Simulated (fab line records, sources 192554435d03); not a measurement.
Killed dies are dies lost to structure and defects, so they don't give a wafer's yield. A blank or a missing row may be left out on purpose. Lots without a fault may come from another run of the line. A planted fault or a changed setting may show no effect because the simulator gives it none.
fab line records | flow n5_finfet
record lots=6 wafers=18 last_day=17
route steps=1938 shown MIM_TOP_LITHO@1846 MIM_TOP_ETCH@1851 MIM_BOT_LITHO@1854 PASSIVATION@1936
lots that met no fault: from a run of the same line without faults
start_h: hours from the record's first day to the start of the lot's first wafer shown | wait_h: hours since the lot's step before | " the same as in the row above | L1.1+2: a row that stands for several wafers | - no value, or no start given | * or withheld: withheld | < > ~ a bound
route shown NAME@n: a module of which the file shows steps, and the number in the route of the first | usual: mean/standard deviation of fault-free wafers | same: alike in all rows | chamber/n: place in a boat | sites: the reading at each site | _std_site: their standard deviation | _edge_site: outer sites' mean less inner sites' | radius_mm: how far each site lies from the wafer's centre | mask NAME#n: copy n | behind: the tool/chamber that last shaped the wafer | hold: why the lot was held/for how many hours/how that ended | device: the transistor (n, p or np) that didn't switch | end of line: the same wafers' tests at the end of the route | a step without rows: its recipe alone | killed: dies lost to structure and defects at the first sort, not the wafer's yield | map: a wafer's dies, x killed, . not, _ none there
set.NAME: the setting as run; set.NAME@STEP: as run at that earlier step | model.NAME: the simulator's own value behind a step, which no gauge read
lots at some steps of the route; a table a step, a row a wafer
services: from which hour (start_h, from the record's first day; less than 0 if before it) a tool's chamber was out of use, for how many hours, and why
## steps
# step N5_MIM_TOP_LITHO_HARDBAKE_09
# recipe temp_c=130 time_s=120
# step N5_MIM_TOP_LITHO_CD_MEAS_08
# recipe target_cd_nm=2000 landing_energy_ev=500 detector=se_inlens
# usual cd_nm=2000.7/2
# columns lot.wafer tool chamber start_h wait_h cd_nm
L704.3 cd_sem-03 0 261.51 - 1996.7
L704.5 " 0 " " 1997.4
L704.6 " 0 " " 2000.3
L712.3 cd_sem-03 0 313.93 - 2000.2
L712.4 " 0 " " 2001.3
L712.5 " 0 " " 1997.7
L713.2 cd_sem-03 0 334.89 - 2002.3
L713.3 " 0 " " 2001.9
L713.4 " 0 " " 2002.4
L721.2 cd_sem-02 0 389.94 - 2002.0
L721.3 " 0 " " 1997.2
L721.5 " 0 " " 1998.4
L722.3 cd_sem-02 0 396.33 - 2001.6
L722.4 " 0 " " 1999.2
L722.5 " 0 " " 1997.8
L724.2 cd_sem-01 0 403.24 - 1998.1
L724.3 " 0 " " 1998.8
L724.5 " 0 " " 2001.2
# step N5_MIM_TOP_LITHO_OVL_MEAS_11
# recipe points_per_wafer=44
# usual MIM_TOP_OVL=-3/5.1
# same points_per_wafer=44
# columns lot.wafer tool chamber start_h wait_h MIM_TOP_OVL[nm]
L704.3 overlay-02 0 261.54 0.0 1
L704.5 " 0 " " 3
L704.6 " 0 " " -1
L712.3 overlay-01 0 313.95 0.0 2
L712.4 " 0 " " -11
L712.5 " 0 " " -1
L713.2 overlay-02 0 334.92 0.0 -3
L713.3 " 0 " " -1
L713.4 " 0 " " -9
L721.2 overlay-01 0 389.97 0.0 -11
L721.3 " 0 " " -6
L721.5 " 0 " " -9
L722.3 overlay-01 0 396.36 0.0 1
L722.4 " 0 " " 3
L722.5 " 0 " " 0
L724.2 overlay-02 0 403.27 0.0 -2
L724.3 " 0 " " -7
L724.5 " 0 " " -6
# step N5_MIM_TOP_LITHO_INSPECT_12
# recipe mode=adi inspect_instrument=macro
# usual raw_defect_count=2.0/1.4
# columns lot.wafer tool chamber start_h wait_h raw_defect_count
L704.3 defect_inspect-02 - 261.56 0.0 3
L704.5 " - " " 5
L704.6 " - " " 1
L712.3 defect_inspect-01 - 313.98 0.0 1
L712.4 " - " " 0
L712.5 " - " " 2
L713.2 defect_inspect-01 - 334.94 0.0 3
L713.3 " - " " 4
L713.4 " - " " 1
L721.2 defect_inspect-02 - 390.00 0.0 4
L721.3 " - " " 3
L721.5 " - " " 1
L722.3 defect_inspect-02 - 396.38 0.0 2
L722.4 " - " " 3
L722.5 " - " " 4
L724.2 defect_inspect-02 - 403.29 0.0 1
L724.3 " - " " 3
L724.5 " - " " 2
# step N5_MIM_TOP_LITHO_DESCUM_10
# recipe chemistry=O2 time_s=7.9 source_power_w=50 bias_power_w=20 pressure_mtorr=20 rf_frequency_hz=2.712e+07 temp_c=40 o2_flow_sccm=225
# usual drypump_motor_current_A=6.0/0.44 oes_product_au=0.84/0.092 rf_vpp_V=243.2/1.5 showerhead_plenum_p_Torr=2.09/0.078 throttle_valve_pct=20.24/0.26
# columns lot.wafer tool chamber start_h wait_h drypump_motor_current_A oes_product_au rf_hours_counter_h rf_vpp_V showerhead_plenum_p_Torr throttle_valve_pct
L704.3 rie_diel-03 1 261.59 0.0 6.6 0.82 86 239.8 2.02 20.06
L704.5 " 3 " " 5.5 0.85 - 241.9 2.03 20.41
L704.6 " 1 " " 6.6 0.83 - 241.8 2.02 20.08
L712.3 rie_diel-04 2 314.01 0.0 6.3 0.94 12 243.1 2.03 20.23
L712.4 " 2 " " 6.4 0.95 - 243.1 2.03 20.22
L712.5 " 1 " " 6.0 0.90 - 243.5 2.15 20.03
L713.2 rie_diel-05 0 334.98 0.0 5.9 0.89 27 245.5 2.23 20.03
L713.3 " 2 " " 5.9 0.90 45 245.5 2.22 20.33
L713.4 " 2 " " 5.9 0.90 - 244.4 2.22 20.35
L721.2 rie_diel-03 3 390.54 0.5 5.5 0.80 121 242.7 2.02 20.50
L721.3 " 2 " " 5.9 0.87 49 243.8 2.13 20.72
L721.5 " 2 " " 6.0 0.88 - 243.6 2.13 20.73
L722.3 rie_diel-03 3 396.42 0.0 5.5 0.79 123 240.8 2.01 20.49
L722.4 " 2 " " 6.0 0.87 51 242.8 2.12 20.73
L722.5 " 2 " " 6.0 0.87 - 244.4 2.12 20.72
L724.2 rie_diel-05 0 403.59 0.3 5.9 0.85 51 246.3 2.23 20.05
L724.3 " 2 " " 6.0 0.86 69 244.4 2.21 20.39
L724.5 " 3 " " 6.1 0.86 - 243.8 2.11 19.69
# step N5_MIM_TOP_ETCH_ETCH_00
# recipe chemistry=Cl2/BCl3 target=TiN target_depth_a=385 ion_energy_ev=150 pressure_mtorr=10 icp_w=1000 bias_w=126 Cl2_flow_sccm=53.25 bcl3_flow_sccm=21.75 Ar_flow_sccm=25
# usual drypump_motor_current_A=5.3/0.47 oes_product_au=0.74/0.088 throttle_valve_pct=22.7/0.31
# columns lot.wafer tool chamber start_h wait_h drypump_motor_current_A oes_product_au rf_hours_counter_h throttle_valve_pct
L704.3 rie_metal-02 0 261.76 0.1 5.5 0.75 - 22.8
L704.5 " 0 " " 5.5 0.75 - 22.8
L704.6 " 0 " " 5.5 0.74 - 22.8
L712.3 rie_metal-02 0 314.14 0.1 5.5 0.73 - 22.8
L712.4 " 1 " " 5.9 0.77 - 22.4
L712.5 " 0 " " 5.5 0.74 - 22.8
L713.2 rie_metal-02 0 335.06 0.1 5.5 0.73 49 22.8
L713.3 " 0 " " 5.5 0.74 - 22.8
L713.4 " 1 " " 6.0 0.77 - 22.4
L721.2 rie_metal-03 1 390.63 0.1 5.9 0.93 5 23.2
L721.3 " 0 " " 4.8 0.66 - 22.8
L721.5 " 0 " " 4.8 0.66 - 22.8
L722.3 rie_metal-01 0 396.54 0.1 4.9 0.67 - 22.6
L722.4 " 1 " " 5.0 0.80 - 22.3
L722.5 " 1 " " 5.0 0.80 - 22.3
L724.2 rie_metal-01 1 403.68 0.1 5.0 0.79 32 22.3
L724.3 " 0 " " 4.9 0.67 - 22.6
L724.5 " 0 " " 4.9 0.68 - 22.6
# step N5_MIM_TOP_ETCH_STRIP_01
# recipe chemistry=O2 power_w=600 temp_c=60 pressure_mtorr=30 rf_frequency_hz=6e+07 bias_power_w=0 overash_fraction=0.5 o2_flow_sccm=225
# usual drypump_motor_current_A=5.50/0.26 oes_product_au=0.81/0.087 rf_vpp_V=3.6/1.4 showerhead_plenum_p_Torr=2.10/0.069 throttle_valve_pct=16.62/0.22
# columns lot.wafer tool chamber start_h wait_h drypump_motor_current_A oes_product_au rf_hours_counter_h rf_vpp_V showerhead_plenum_p_Torr throttle_valve_pct
L704.3 rie_diel-02 3 262.00 0.2 5.33 0.74 179 3.3 2.00 16.70
L704.5 " 1 " " 5.66 0.80 - 1.9 2.03 16.69
L704.6 " 2 " " 5.84 0.82 - 5.5 2.12 16.29
L712.3 rie_diel-01 2 314.24 0.1 5.76 0.93 15 5.7 2.14 16.72
L712.4 " 3 " " 5.16 0.83 - 3.1 2.12 16.96
L712.5 " 0 " " 5.42 0.73 - 1.4 2.00 16.85
L713.2 rie_diel-06 2 335.20 0.1 5.35 0.69 227 6.4 2.16 16.61
L713.3 " 0 " " 5.76 0.90 17 0.4 2.04 16.44
L713.4 " 1 " " 5.29 0.66 249 4.7 2.06 16.91
L721.2 rie_diel-01 2 390.77 0.1 5.78 0.90 40 3.7 2.13 16.85
L721.3 " 3 " " 5.14 0.78 118 4.4 2.11 16.98
L721.5 " 2 " " 5.77 0.88 - 5.9 2.14 16.81
L722.3 rie_diel-01 3 396.71 0.1 5.18 0.77 120 2.4 2.11 16.98
L722.4 " 1 " " 5.50 0.89 60 2.4 2.14 16.32
L722.5 " 3 " " 5.14 0.78 - 0.5 2.11 17.01
L724.2 rie_diel-02 2 403.82 0.1 5.83 0.77 145 5.4 2.10 16.41
L724.3 " 0 " " 5.11 0.83 48 3.1 2.14 16.53
L724.5 " 3 " " 5.35 0.70 - 7.2 1.99 16.85
# step N5_MIM_TOP_ETCH_PECVD_03
# recipe material=SiNx target_thk_a=200 temp_c=400 precursor=SiH4/NH3/N2 pressure_torr=1.5 rf_w=300 time_s=17.6
# usual heater_power_w=751/160 showerhead_plenum_p_Torr=5.15/0.084 showerhead_vpp_V=1049/42 throttle_valve_pct=38.9/2.1
# columns lot.wafer tool chamber start_h wait_h heater_power_w showerhead_plenum_p_Torr showerhead_vpp_V throttle_valve_pct
L704.3 pecvd-04 0 262.07 - 544 5.19 1096 38.3
L704.5 " 0 " " 549 5.20 1088 38.4
L704.6 " 2 " " 575 4.93 1126 38.6
L712.3 pecvd-02 0 314.30 - 553 5.24 1011 39.9
L712.4 " 2 " " 964 5.15 1096 35.7
L712.5 " 0 " " 558 5.24 1009 40.0
L713.2 pecvd-03 0 335.27 - 655 5.25 1011 39.3
L713.3 " 2 " " 810 5.13 1004 35.3
L713.4 " 2 " " 831 5.12 994 35.3
L721.2 pecvd-02 2 390.83 - 983 5.14 1110 35.9
L721.3 " 0 " " 666 5.24 1000 39.5
L721.5 " 1 " " 669 5.18 1042 41.5
L722.3 pecvd-03 1 396.80 - 1004 5.07 1040 41.7
L722.4 " 0 " " 730 5.25 1006 39.5
L722.5 " 1 " " 1039 5.09 1024 41.6
L724.2 pecvd-02 2 403.88 - 899 5.14 1093 35.8
L724.3 " 0 " " 662 5.24 1002 40.0
L724.5 " 2 " " 888 5.14 1073 36.0
# step N5_MIM_BOT_LITHO_HMDS_01
# recipe time_s=60 temp_c=120
# step N5_MIM_BOT_LITHO_COAT_02
# recipe spin_rpm=* resist_thk_nm=*
# step N5_MIM_BOT_LITHO_EBR_04
# recipe solvent=PGMEA ebr_width_mm=1.5
# step N5_MIM_BOT_LITHO_SOFTBAKE_03
# recipe temp_c=100 time_s=90
# step N5_MIM_BOT_LITHO_EXPOSE_05
# recipe mask_id=MIM_BOT na=0.55 source_shape=conventional sigma_outer=0.8 polarization=unpolarized dose_mj=24.25
# columns lot.wafer tool chamber start_h wait_h mask model.MIM_BOT_LITHO.overlay_x_nm
L704.3+5+6 krf_scanner-02 0 262.26 - MIM_BOT#0 8.2
L712.3+4+5 krf_scanner-02 0 314.62 - MIM_BOT#0 -3.6
L713.2+3+4 krf_scanner-01 0 335.45 - MIM_BOT#0 4.4
L721.2+3+5 krf_scanner-02 0 391.14 - MIM_BOT#0 515.8
L722.3+4+5 krf_scanner-01 0 397.12 - MIM_BOT#0 2.8
L724.2+3+5 krf_scanner-02 0 404.19 - MIM_BOT#0 514
# step N5_MIM_BOT_LITHO_PEB_06
# recipe peb_temp_c=withheld peb_time_s=*
# step N5_MIM_BOT_LITHO_DEVELOP_07
# recipe develop_time_s=60 rinse_liquid=diw dry=air_spin dev_temp_c=21
# step N5_MIM_BOT_LITHO_HARDBAKE_09
# recipe temp_c=130 time_s=120
# step N5_MIM_BOT_LITHO_CD_MEAS_08
# recipe target_cd_nm=3000 landing_energy_ev=500 detector=se_inlens polarity=opening
# usual cd_nm=2999.9/1.8
# columns lot.wafer tool chamber start_h wait_h cd_nm
L704.3 cd_sem-01 0 262.43 - 3000.4
L704.5 " 0 " " 3000.9
L704.6 " 0 " " 3000.2
L712.3 cd_sem-01 0 314.79 - 3001.1
L712.4 " 0 " " 3000.9
L712.5 " 0 " " 3000.2
L713.2 cd_sem-02 0 335.62 - 2999.4
L713.3 " 0 " " 2999.8
L713.4 " 0 " " 2999.8
L721.2 cd_sem-02 0 391.31 - 2997.4
L721.3 " 0 " " 2999.2
L721.5 " 0 " " 2996.3
L722.3 cd_sem-02 0 397.28 - 3000.3
L722.4 " 0 " " 3001.4
L722.5 " 0 " " 3000.5
L724.2 cd_sem-01 0 404.36 - 2999.4
L724.3 " 0 " " 3002.9
L724.5 " 0 " " 3000.6
# step N5_MIM_BOT_LITHO_OVL_MEAS_11
# recipe points_per_wafer=44
# usual MIM_BOT_OVL=-5/5.8
# same points_per_wafer=44
# columns lot.wafer tool chamber start_h wait_h MIM_BOT_OVL[nm]
L704.3 overlay-01 0 262.45 0.0 -1
L704.5 " 0 " " 0
L704.6 " 0 " " -2
L712.3 overlay-01 0 314.81 0.0 -14
L712.4 " 0 " " -15
L712.5 " 0 " " -9
L713.2 overlay-01 0 335.65 0.0 -7
L713.3 " 0 " " 3
L713.4 " 0 " " 7
L721.2 overlay-01 0 391.34 0.0 507
L721.3 " 0 " " 512
L721.5 " 0 " " 509
L722.3 overlay-01 0 397.31 0.0 -3
L722.4 " 0 " " -9
L722.5 " 0 " " -1
L724.2 overlay-01 0 404.39 0.0 506
L724.3 " 0 " " 504
L724.5 " 0 " " 504
# step N5_MIM_BOT_LITHO_INSPECT_12
# recipe mode=adi inspect_instrument=macro
# usual raw_defect_count=2.1/1.4
# columns lot.wafer tool chamber start_h wait_h raw_defect_count
L704.3 defect_inspect-02 - 262.48 0.0 1
L704.5 " - " " 2
L704.6 " - " " 3
L712.3 defect_inspect-01 - 314.84 0.0 1
L712.4 " - " " 4
L712.5 " - " " 0
L713.2 defect_inspect-01 - 335.68 0.0 3
L713.3 " - " " 2
L713.4 " - " " 1
L721.2 defect_inspect-02 - 391.37 0.0 1
L721.3 " - " " 0
L721.5 " - " " 2
L722.3 defect_inspect-01 - 397.34 0.0 5
L722.4 " - " " 3
L722.5 " - " " 2
L724.2 defect_inspect-01 - 404.42 0.0 0
L724.3 " - " " 1
L724.5 " - " " 4
# step N5_PASSIVATION_PROBE_49
# usual defect_limited_yield=91.1/1.4 killed_at_M0_to_M3=34/11 killed_at_M4_up=14/5.7 killed_at_contacts=14/6.9 killed_at_front_end=40/11 killed_at_other=4/3.1 killed_dies=105/17 killed_open=70/13 killed_short=34/7.6 sort_bin_5_function=5.3/0.95 sort_bin_6_memory=3.3/0.64 sort_bin_8_speed=0.00/0.029 sort_n_pass=1075/17 sort_yield_pct=91.1/1.4
# same gross_dies=1180 killed_at_back_side=0 sort_bin_4_leakage[%]=0
# columns lot.wafer tool chamber start_h wait_h defect_limited_yield[%] killed_at_M0_to_M3 killed_at_M4_up killed_at_contacts killed_at_front_end killed_at_other killed_dies killed_open killed_short sort_bin_5_function[%] sort_bin_6_memory[%] sort_bin_8_speed[%] sort_n_pass sort_yield_pct[%]
L704.3 prober-01 - 270.61 0.1 91.6 38 12 7 38 4 99 56 42 5.3 2.8 0 1081 91.6
L704.5 prober-01 - 270.71 0.2 91.9 26 17 0 48 5 96 62 31 5.5 2.4 0 1084 91.9
L704.6 prober-01 - 270.76 0.3 91.9 27 15 15 35 4 96 62 34 4.4 3.6 0 1084 91.9
L712.3 prober-01 - 329.27 0.1 94.5 23 9 8 22 3 65 40 23 2.8 2.4 0 1115 94.5
L712.4 prober-01 - 329.32 0.2 92.7 24 14 16 29 3 86 60 25 3.6 3.5 0 1094 92.7
L712.5 prober-01 - 329.37 0.2 92.9 35 6 16 26 1 84 60 22 3.4 3.5 0 1096 92.9
L713.2 prober-01 - 343.54 0.1 91.4 41 10 13 37 1 102 62 39 4.7 3.2 0 1078 91.4
L713.3 prober-01 - 343.59 0.1 91.9 34 11 23 22 6 96 59 35 4.5 3.5 0 1084 91.9
L713.4 prober-01 - 343.64 0.2 91.7 34 13 14 36 1 98 60 38 5.0 3.1 0 1082 91.7
L721.2 prober-01 - 403.32 0.1 91.9 22 9 15 49 0 95 53 41 4.8 3.1 0.08 1085 91.9
L721.3 prober-01 - 403.37 0.1 92.5 28 16 8 34 2 88 61 24 4.4 2.7 0 1092 92.5
L721.5 prober-01 - 403.47 0.2 90.0 30 13 26 45 4 118 80 38 6.3 3.5 0 1062 90.0
L722.3 prober-02 - 409.73 0.1 88.9 78 11 8 28 6 131 87 43 6.1 4.4 0 1049 88.9
L722.4 prober-02 - 409.78 0.2 92.4 42 13 5 29 1 90 54 33 4.6 3.0 0 1090 92.4
L722.5 prober-02 - 409.83 0.2 89.2 66 10 4 38 9 127 79 47 6.1 4.2 0 1053 89.2
L724.2 prober-01 - 413.97 0.1 90.4 33 26 7 46 1 113 74 37 5.3 3.9 0 1067 90.4
L724.3 prober-01 - 414.02 0.1 91.2 42 7 8 47 0 104 76 27 5.1 3.5 0 1076 91.2
L724.5 prober-01 - 414.12 0.2 90.9 38 9 15 42 3 107 69 36 4.6 3.9 0 1073 90.9
# killed by level:class
L704.3 BEOL_M0_SAQP:geometric_particle:short=12 DUMMY_GATE:geometric_particle:open=7 BEOL_M3:geometric_particle:open=7 BEOL_M1:geometric_particle:open=6 MOL_CONTACT_COAG:geometric_particle:open=5 STI_FIN_REVEAL:geometric_particle:open=4 BEOL_M0_SAQP:geometric_particle:open=4 GATE_CUT:geometric_particle:short=4
L704.5 DUMMY_GATE:geometric_particle:open=10 FIN_SAQP:geometric_particle:open=8 GATE_CUT:geometric_particle:short=6 FIN_SAQP:geometric_particle:short=5 BEOL_M0_SAQP:geometric_particle:open=5 BEOL_M0_SAQP:geometric_particle:short=5 BEOL_M2:geometric_particle:open=5 BEOL_M5:geometric_particle:open=5
L704.6 MOL_CONTACT_COAG:geometric_particle:open=14 STI_FIN_REVEAL:geometric_particle:open=10 BEOL_M1:geometric_particle:open=10 BEOL_M0_SAQP:geometric_particle:open=5 BEOL_M4:geometric_particle:open=4 BEOL_M4:geometric_particle:short=4 STARTING-WAFER:geometric_particle:short=4 STI_FIN_REVEAL:geometric_particle:short=3
L712.3 BEOL_M0_SAQP:geometric_particle:short=8 MOL_CONTACT_COAG:geometric_particle:open=7 STI_FIN_REVEAL:geometric_particle:open=6 BEOL_M3:geometric_particle:open=4 FIN_SAQP:geometric_particle:open=3 BEOL_M0_SAQP:geometric_particle:open=3 BEOL_M0:geometric_particle:open=3 BEOL_M5:geometric_particle:open=3
L712.4 STI_FIN_REVEAL:geometric_particle:open=10 MOL_CONTACT_COAG:geometric_particle:open=10 MOL_CONTACT_COAG:geometric_particle:short=6 BEOL_M2:geometric_particle:open=6 BEOL_M0_SAQP:geometric_particle:short=5 BEOL_M3:geometric_particle:open=5 FIN_SAQP:geometric_particle:open=4 GATE_CUT:geometric_particle:open=3
L712.5 MOL_CONTACT_COAG:geometric_particle:open=12 STI_FIN_REVEAL:geometric_particle:open=10 BEOL_M2:geometric_particle:open=9 BEOL_M3:geometric_particle:open=9 BEOL_M0_SAQP:geometric_particle:short=5 BEOL_M0:geometric_particle:open=5 MOL_CONTACT_COAG:geometric_particle:short=4 GATE_CUT:geometric_particle:short=3
L713.2 BEOL_M3:geometric_particle:open=12 MOL_CONTACT_COAG:geometric_particle:open=10 BEOL_M0_SAQP:geometric_particle:short=10 BEOL_M0_SAQP:geometric_particle:open=8 GATE_CUT:geometric_particle:short=7 STI_FIN_REVEAL:geometric_particle:open=6 DUMMY_GATE:geometric_particle:open=4 BEOL_M2:geometric_particle:open=4
L713.3 MOL_CONTACT_COAG:geometric_particle:open=18 BEOL_M0_SAQP:geometric_particle:short=9 BEOL_M3:geometric_particle:open=8 BEOL_M4:geometric_particle:open=8 BEOL_M0_SAQP:geometric_particle:open=7 GATE_CUT:geometric_particle:short=6 FIN_SAQP:geometric_particle:short=5 MOL_CONTACT_COAG:geometric_particle:short=5
L713.4 BEOL_M3:geometric_particle:open=11 MOL_CONTACT_COAG:geometric_particle:open=10 BEOL_M0_SAQP:geometric_particle:short=8 FIN_SAQP:geometric_particle:open=7 BEOL_M2:geometric_particle:open=6 FIN_SAQP:geometric_particle:short=5 BEOL_M4:geometric_particle:open=5 MOL_CONTACT_COAG:geometric_particle:short=4
L721.2 STI_FIN_REVEAL:geometric_particle:open=12 MOL_CONTACT_COAG:geometric_particle:open=12 FIN_SAQP:geometric_particle:short=10 BEOL_M0_SAQP:geometric_particle:short=6 STARTING-WAFER:geometric_particle:short=6 FIN_SAQP:geometric_particle:open=5 BEOL_M4:geometric_particle:open=4 DUMMY_GATE:geometric_particle:open=4
L721.3 FIN_SAQP:geometric_particle:open=9 BEOL_M0_SAQP:geometric_particle:short=9 BEOL_M4:geometric_particle:open=9 STI_FIN_REVEAL:geometric_particle:open=6 BEOL_M2:geometric_particle:open=6 MOL_CONTACT_COAG:geometric_particle:open=5 BEOL_M0_SAQP:geometric_particle:open=5 BEOL_M3:geometric_particle:open=5
L721.5 MOL_CONTACT_COAG:geometric_particle:open=20 BEOL_M3:geometric_particle:open=11 FIN_SAQP:geometric_particle:open=9 BEOL_M2:geometric_particle:open=8 STI_FIN_REVEAL:geometric_particle:open=7 GATE_CUT:geometric_particle:short=7 MOL_CONTACT_COAG:geometric_particle:short=6 FIN_SAQP:geometric_particle:short=5
L722.3 BEOL_M0_SAQP:geometric_particle:open=23 BEOL_M0_SAQP:geometric_particle:short=21 BEOL_M1:geometric_particle:open=12 BEOL_M3:geometric_particle:open=10 BEOL_M2:geometric_particle:open=8 MOL_CONTACT_COAG:geometric_particle:open=6 STI_FIN_REVEAL:geometric_particle:open=5 GATE_CUT:geometric_particle:short=5
L722.4 BEOL_M1:geometric_particle:open=12 BEOL_M0_SAQP:geometric_particle:short=11 BEOL_M0_SAQP:geometric_particle:open=10 STI_FIN_REVEAL:geometric_particle:open=5 MOL_CONTACT_COAG:geometric_particle:open=5 STARTING-WAFER:geometric_particle:short=4 BEOL_M0:geometric_particle:open=3 BEOL_M1:geometric_particle:short=3
L722.5 BEOL_M1:geometric_particle:open=19 BEOL_M0_SAQP:geometric_particle:short=15 STI_FIN_REVEAL:geometric_particle:open=13 BEOL_M0_SAQP:geometric_particle:open=10 BEOL_M2:geometric_particle:open=10 FIN_SAQP:geometric_particle:short=6 STI_FIN_REVEAL:geometric_particle:short=5 BEOL_M4:geometric_particle:open=4
L724.2 STI_FIN_REVEAL:geometric_particle:open=16 BEOL_M0_SAQP:geometric_particle:short=11 BEOL_M4:geometric_particle:open=11 BEOL_M0_SAQP:geometric_particle:open=8 GATE_CUT:geometric_particle:short=7 DUMMY_GATE:geometric_particle:open=6 STI_FIN_REVEAL:geometric_particle:short=6 MOL_CONTACT_COAG:geometric_particle:open=6
L724.3 STI_FIN_REVEAL:geometric_particle:open=18 BEOL_M0_SAQP:geometric_particle:open=15 FIN_SAQP:geometric_particle:open=9 BEOL_M0_SAQP:geometric_particle:short=9 MOL_CONTACT_COAG:geometric_particle:open=6 BEOL_M1:geometric_particle:open=6 BEOL_M2:geometric_particle:open=6 STI_FIN_REVEAL:geometric_particle:short=4
L724.5 BEOL_M0_SAQP:geometric_particle:open=14 FIN_SAQP:geometric_particle:open=13 MOL_CONTACT_COAG:geometric_particle:open=13 BEOL_M0_SAQP:geometric_particle:short=12 FIN_SAQP:geometric_particle:short=9 STI_FIN_REVEAL:geometric_particle:open=7 DUMMY_GATE:geometric_particle:open=6 GATE_CUT:geometric_particle:short=4
## services
# columns tool chamber start_h hours kind
rie_diel-03 1 242.80 8.4 repair
rie_metal-01 - 243.20 14.6 pm
rie_diel-02 1 243.32 8.0 repair
rie_metal-02 1 247.55 14.2 repair
pecvd-02 2 257.54 8.1 repair
pecvd-02 - 258.78 6.9 repair
krf_scanner-02 - 259.87 0.8 pm
pecvd-02 - 276.17 1.1 repair
krf_scanner-01 - 280.15 0.8 pm
krf_scanner-02 - 301.11 4.0 pm
pecvd-03 - 307.04 2.8 pm
pecvd-02 - 308.00 1.4 repair
rie_diel-03 3 308.90 6.4 repair
rie_diel-01 1 313.05 21.1 repair
krf_scanner-02 - 315.67 1.3 pm
krf_scanner-02 - 320.67 0.6 repair
rie_metal-02 1 326.92 5.5 repair
rie_diel-03 0 331.16 12.6 repair
krf_scanner-01 - 343.82 1.3 pm
rie_metal-02 0 366.10 2.4 repair
krf_scanner-02 - 369.85 1.0 pm
krf_scanner-02 - 372.59 0.8 repair
krf_scanner-02 - 382.76 0.3 repair
pecvd-03 2 395.89 3.8 repair
## key
first_sign step=N5_MIM_BOT_LITHO_OVL_MEAS_11 reading=MIM_BOT_OVL direction=up sigmas=89 usual=-5 struck=507
effect none on later readings
model_effect step=N5_MIM_BOT_LITHO_EXPOSE_05 value=MIM_BOT_LITHO.overlay_x_nm without=2 struck=514.9
met_at N5_MIM_BOT_LITHO_EXPOSE_05
struck_wafers L721.2,L721.3,L721.5,L724.2,L724.3,L724.5
onset_between 314.62 391.14
also_fits N5_MIM_TOP_ETCH_PECVD_03:pecvd-02
fault kind=scanner_matching_overlay tool=krf_scanner-02 chamber=- onset_h=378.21 steps=N5_MIM_BOT_LITHO_EXPOSE_05 offset=512.87
